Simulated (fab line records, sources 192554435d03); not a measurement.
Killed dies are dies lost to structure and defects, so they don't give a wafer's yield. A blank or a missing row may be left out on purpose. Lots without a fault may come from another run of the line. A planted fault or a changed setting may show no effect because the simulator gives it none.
Which tool did it? | flow n5_finfet | 12 lots, 36 wafers sampled, at 1 step of a route of 1938

WHAT THE GAUGES READ, wafer by wafer
N5_BEOL_M13_INSPECT_12: inspects for defects (macro).
lot  | measured     | on                | raw_defect_count
L076 | day 13 05:04 | defect_inspect-02 | 3 1 1
L078 | day 13 14:52 | defect_inspect-01 | 3 2 1
L081 | day 13 20:10 | defect_inspect-01 | 4 2 6
L077 | day 14 00:53 | defect_inspect-01 | 3 2 0
L082 | day 14 18:38 | defect_inspect-02 | 2 2 3
L086 | day 15 04:06 | defect_inspect-02 | 2 3 3
L089 | day 15 13:33 | defect_inspect-01 | 0 1 0
L088 | day 16 04:05 | defect_inspect-02 | 0 1 0
L092 | day 16 15:41 | defect_inspect-02 | 0 2 3
L093 | day 16 18:19 | defect_inspect-02 | 4 5 4
L095 | day 18 00:37 | defect_inspect-02 | 2 0 1
L097 | day 19 00:23 | defect_inspect-01 | 0 4 2

WHICH TOOL RAN EACH LOT (tool, then ch and the chambers of the sampled wafers, then the start)
The record holds no process step before these readings.

THE ANSWER, worked out from the rows above alone
Rule: what is usual is taken from the lots themselves. Put in order of their means at a reading, lots are off if they are a third of the lots or fewer, leave a main group of 4 or more, and stand apart from it by a gap of 3 or more times the standard deviation of the main group's means; of several such gaps the widest counts. A main group whose means are all the same, to the digits that the tables above print for the reading, isn't used. A lot without any number at a reading at which 4 lots or more have one is off too. The other lots that the step has rows for count as sound.
No lot is off at any reading shown: from this, nothing can be told.

WHAT THE SIMULATOR HAD PUT IN
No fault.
